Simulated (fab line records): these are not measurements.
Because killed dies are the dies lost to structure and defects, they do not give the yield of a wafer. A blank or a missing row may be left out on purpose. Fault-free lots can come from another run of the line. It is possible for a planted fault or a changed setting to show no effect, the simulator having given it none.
Which tool did it?	flow n5-finfet	Sampling: 6 lots, 16 wafers, 5 of 1938 route steps

## WHAT EACH GAUGE READ, for each wafer
N5_BEOL_M4_RC_MEAS_101.
lot	measured	on	DIBL_N (mV/V)
L295	day 9 14:35	prober-01	34.5 35.3 32.5
L298	day 9 22:29	prober-01	34.2 36.1
L302	day 11 10:43	prober-01	33.8 33.5
L304	day 11 16:52	prober-02	35.0 35.4 37.5
L309	day 12 16:13	prober-02	39.7 36.6 36.5
L312	day 14 01:46	prober-01	37.9 38.5 37.8

## EACH LOT AND THE TOOL THAT RAN IT (in order: tool; ch and the chambers of the sampled wafers; start)
lot	N5_BEOL_M1_ANNEAL_87	N5_BEOL_M1_SPUTTER_90	N5_BEOL_M1_ANNEAL_91	N5_BEOL_M1_ANNEAL_93
L295	pvd-sputter-01, day 7 22:30	pvd-sputter-01, day 7 22:52	pvd-sputter-01, day 7 22:56	pvd-sputter-01, day 7 23:10
L298	pvd-sputter-02, day 8 05:08	pvd-sputter-02, day 8 05:28	pvd-sputter-02, day 8 05:34	pvd-sputter-02, day 8 05:47
L302	pvd-sputter-01, day 9 16:17	pvd-sputter-01, day 9 16:39	pvd-sputter-01, day 9 16:44	pvd-sputter-01, day 9 16:57
L304	pvd-sputter-02, day 10 05:10	pvd-sputter-02, day 10 05:31	pvd-sputter-02, day 10 05:36	pvd-sputter-02, day 10 05:49
L309	pvd-sputter-02, day 10 23:43	pvd-sputter-02, day 11 00:04	pvd-sputter-02, day 11 00:09	pvd-sputter-02, day 11 00:22
L312	pvd-sputter-01, day 12 04:08	pvd-sputter-01, day 12 04:29	pvd-sputter-01, day 12 04:34	pvd-sputter-01, day 12 04:47
- N5_BEOL_M1_ANNEAL_87: time 240 s.
- N5_BEOL_M1_SPUTTER_90: material Cu, target thk 4.5 nm, time 8.29 s.
- N5_BEOL_M1_ANNEAL_91: time 240 s.
- N5_BEOL_M1_ANNEAL_93: time 240 s.

## THE ANSWER, worked out from the rows above alone
Rule: usual is defined by the lots themselves. Put in order of their means at a reading, lots are off if they are a third of the lots or fewer, leave a main group of 4 or more, and stand apart from it by a gap of 3 or more times the standard deviation of the main group's means; of several such gaps the widest counts. A main group whose means are all the same, to the digits that the tables above print for the reading, isn't used. A lot without any number at a reading at which 4 lots or more have one is off too. The other lots that the step has rows for count as sound.
No lot is off on any of the readings shown, so nothing can be concluded from this.

## WHAT THE SIMULATOR HAD PUT IN
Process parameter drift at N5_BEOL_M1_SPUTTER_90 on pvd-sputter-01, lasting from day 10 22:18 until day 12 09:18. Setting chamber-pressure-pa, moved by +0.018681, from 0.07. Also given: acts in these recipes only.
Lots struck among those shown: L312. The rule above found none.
